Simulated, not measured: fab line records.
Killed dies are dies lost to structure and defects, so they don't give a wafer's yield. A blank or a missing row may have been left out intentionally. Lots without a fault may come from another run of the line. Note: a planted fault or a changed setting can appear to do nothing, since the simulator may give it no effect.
What tool caused it? | flow n5_finfet | 31 wafers from 11 lots sampled at 3 of the route's 1938 steps

## WHAT EACH GAUGE READ, for each wafer
N5_BEOL_M8_CD_MEAS_28 targets a cd of 40 nm. Usual: cd_nm at 39.99 nm, with a standard deviation of 0.23.
lot  | measured     | on        | cd_nm (nm)        | flag
L495 | day 9 12:24  | cd_sem-02 | 40.54 40.26 40.55 |
L497 | day 9 21:01  | cd_sem-02 | 40.09 39.74 39.75 |
L499 | day 10 19:34 | cd_sem-02 | 39.51 39.64 39.93 |
L501 | day 11 04:53 | cd_sem-02 | 40.01 39.93 40.44 |
L502 | day 11 14:54 | cd_sem-01 | 39.88 40.01       |
L500 | day 11 20:38 | cd_sem-01 | 40.24 39.90 39.97 |
L510 | day 13 11:14 | cd_sem-03 | 40.53 39.69 40.54 |
L511 | day 14 03:44 | cd_sem-01 | 39.96 39.99 39.89 |
L513 | day 14 04:17 | cd_sem-01 | 40.13 39.95 40.17 |
L514 | day 14 09:34 | cd_sem-03 | 39.88 40.06 39.84 |
L517 | day 15 21:52 | cd_sem-01 | 39.67 39.83       |

## TOOL THAT RAN EACH LOT (tool first, then ch and the chambers of the sampled wafers, then the start)
lot  | N5_BEOL_M8_DESCUM_16               | N5_BEOL_M8_STRIP_19
L495 | rie_diel-03 ch 1,2,3, day 9 09:50  | rie_diel-02 ch 0,2,3, day 9 10:13
L497 | rie_diel-02 ch 0,1,2, day 9 19:10  | rie_diel-03 ch 0,2,3, day 9 19:33
L499 | rie_diel-03 ch 1,3, day 10 17:28   | rie_diel-02 ch 0,1,3, day 10 17:58
L501 | rie_diel-02 ch 0,1,3, day 11 03:57 | rie_diel-04 ch 0,3, day 11 04:20
L502 | rie_diel-03 ch 1,3, day 11 12:28   | rie_diel-02 ch 0,2, day 11 13:00
L500 | rie_diel-02 ch 0,1, day 11 16:55   | rie_diel-04 ch 1,2,3, day 11 17:40
L510 | rie_diel-03 ch 0,2,3, day 13 10:17 | rie_diel-03 ch 0,1,3, day 13 10:42
L511 | rie_diel-03 ch 0,1,3, day 14 02:49 | rie_diel-04 ch 2,3, day 14 03:13
L513 | rie_diel-03 ch 0,1, day 14 03:14   | rie_diel-02 ch 0,1,3, day 14 03:43
L514 | rie_diel-04 ch 0,2, day 14 08:48   | rie_diel-04 ch 0,3, day 14 09:11
L517 | rie_diel-04 ch 0,1, day 15 20:36   | rie_diel-02 ch 1,2, day 15 20:59
- N5_BEOL_M8_DESCUM_16: chemistry O2, time 7.9 s.
- N5_BEOL_M8_STRIP_19: strips in O2.

## WHAT THE TOOLS THEMSELVES READ (means of the sampled wafers that have a number; where no wafer has one, the mark that the record gives instead)
N5_BEOL_M8_DESCUM_16. Usual: drypump_motor_current_A 5.6 A, standard deviation 0.51; oes_product_au 0.83 a.u., standard deviation 0.081; rf_vpp_V 242.7 V, standard deviation 1.4; showerhead_plenum_p_Torr 2.07 Torr, standard deviation 0.065; throttle_valve_pct 20.36 %, standard deviation 0.28.
lot  | tool        | drypump_motor_current_A (A) | oes_product_au (a.u.) | rf_vpp_V (V) | showerhead_plenum_p_Torr (Torr) | throttle_valve_pct (%) | flag
L495 | rie_diel-03 | 5.5                         | 0.74                  | 243.3        | 2.10                            | 20.38                  |
L497 | rie_diel-02 | 5.5                         | 0.83                  | 242.0        | 2.02                            | 20.33                  |
L499 | rie_diel-03 | 5.3                         | 0.77                  | 243.2        | 2.08                            | 20.32                  |
L501 | rie_diel-02 | 5.6                         | 0.83                  | 242.0        | 2.08                            | 20.35                  |
L502 | rie_diel-03 | 5.2                         | 0.74                  | 242.8        | 2.09                            | 20.33                  |
L500 | rie_diel-02 | 5.5                         | 0.76                  | 242.0        | 1.99                            | 20.53                  |
L510 | rie_diel-03 | 5.7                         | 0.82                  | 243.8        | 2.09                            | 20.44                  |
L511 | rie_diel-03 | 5.5                         | 0.76                  | 243.3        | 2.07                            | 20.50                  |
L513 | rie_diel-03 | 5.9                         | 0.80                  | 241.3        | 2.04                            | 20.64                  |
L514 | rie_diel-04 | 5.1                         | 0.86                  | 243.5        | 2.04                            | 20.34                  |
L517 | rie_diel-04 | 5.5                         | 0.89                  | 243.2        | 2.08                            | 20.32                  |

N5_BEOL_M8_STRIP_19. Usual: drypump_motor_current_A 5.6 A, standard deviation 0.53; oes_product_au 0.84 a.u., standard deviation 0.083; rf_vpp_V 3.7 V, standard deviation 0.66; showerhead_plenum_p_Torr 2.07 Torr, standard deviation 0.066; throttle_valve_pct 16.57 %, standard deviation 0.28.
lot  | tool        | drypump_motor_current_A (A) | oes_product_au (a.u.) | rf_vpp_V (V) | showerhead_plenum_p_Torr (Torr) | throttle_valve_pct (%) | flag
L495 | rie_diel-02 | 5.2                         | 0.82                  | 3.6          | 2.08                            | 16.72                  |
L497 | rie_diel-03 | 5.7                         | 0.76                  | 3.8          | 2.10                            | 16.80                  |
L499 | rie_diel-02 | 5.6                         | 0.83                  | 3.4          | 2.08                            | 16.58                  |
L501 | rie_diel-04 | 5.4                         | 0.91                  | 3.3          | 2.04                            | 16.40                  |
L502 | rie_diel-02 | 5.1                         | 0.75                  | 4.0          | 2.00                            | 16.88                  |
L500 | rie_diel-04 | 5.7                         | 0.82                  | 3.2          | 2.09                            | 16.68                  |
L510 | rie_diel-03 | 5.5                         | 0.76                  | 3.6          | 2.08                            | 16.75                  |
L511 | rie_diel-04 | 5.4                         | 0.84                  | 4.5          | 2.05                            | 16.52                  |
L513 | rie_diel-02 | 5.6                         | 0.88                  | 4.0          | 2.16                            | 16.45                  |
L514 | rie_diel-04 | 5.3                         | 0.86                  | 3.8          | 2.03                            | 16.45                  |
L517 | rie_diel-02 | 5.8                         | 0.82                  | 3.6          | 2.04                            | 16.43                  |

## THE ANSWER, worked out from the rows above alone
Rule: take the mean of a lot's wafers that have a number; if it is more than 3 standard deviations from the usual mean, the lot is off. A lot without any number at a reading at which 4 lots or more have one is off too. The other lots that the step has rows for count as sound. Order of review: gauges by route order, followed by the tools' own readings, for which a lot's mean as printed above is used. At the first step where some lot is off, the reading lying furthest off is the one used; lots without a number count as furthest.
No lot is off on any of the readings shown, so nothing can be concluded from this.

## WHAT THE SIMULATOR HAD INSERTED
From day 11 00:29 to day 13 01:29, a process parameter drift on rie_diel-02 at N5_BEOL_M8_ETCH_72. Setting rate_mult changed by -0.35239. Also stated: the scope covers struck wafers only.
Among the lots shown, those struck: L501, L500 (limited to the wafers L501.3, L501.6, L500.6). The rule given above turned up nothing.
